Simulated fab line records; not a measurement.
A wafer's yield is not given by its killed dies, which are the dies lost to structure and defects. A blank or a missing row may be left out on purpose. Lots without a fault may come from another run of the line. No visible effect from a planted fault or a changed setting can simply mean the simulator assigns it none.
Chamber matching    flow n5Finfet    N5_BEOL_M3_STRIP_36 on rieDiel-02: 4 sister chambers
The step strips in N2/H2. 4 wafers are shown with their chamber, then 11 later ones without.

WAFERS WITH THEIR CHAMBER
wafer   chamber  showerheadPlenumPTorr (Torr)
L085.1  1        2.65
L085.6  2        2.50
L086.5  0        2.51
L092.1  3        2.71

WAFERS WITHOUT THEIR CHAMBER
wafer   showerheadPlenumPTorr (Torr)
L092.4  2.51
L092.5  2.71
L090.1  2.49
L090.4  2.71
L090.6  2.64
L096.4  2.64
L096.5  2.64
L096.6  2.49
L095.1  2.64
L095.3  2.70
L095.4  2.49

WHICH CHAMBER EACH WENT THROUGH
wafer   from the rows above      in truth
L092.4  can't be placed: 0 or 2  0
L092.5  3                        3
L090.1  can't be placed: 2 or 0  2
L090.4  3                        3
L090.6  1                        1
L096.4  1                        1
L096.5  1                        1
L096.6  can't be placed: 2 or 0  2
L095.1  1                        1
L095.3  3                        3
L095.4  can't be placed: 2 or 0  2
Placed correctly: 7 of 11. Unplaceable from these rows: 4, with the true chamber sitting among the candidates in 4. Placed wrongly: 0.
How it was worked out, from the rows above alone: a wafer's distance from a chamber is the root of the sum, over the readings, of the square of ((its reading less the chamber's mean) divided by the reading's scatter). The wafer belongs to the nearest chamber; if the next one is less than 2 further off, it can't be placed. The mean given for a chamber averages the wafers shown for that chamber. The scatter: with one shown wafer a chamber, the root of the mean of the squares of how far each hidden wafer lies from its nearest shown one.
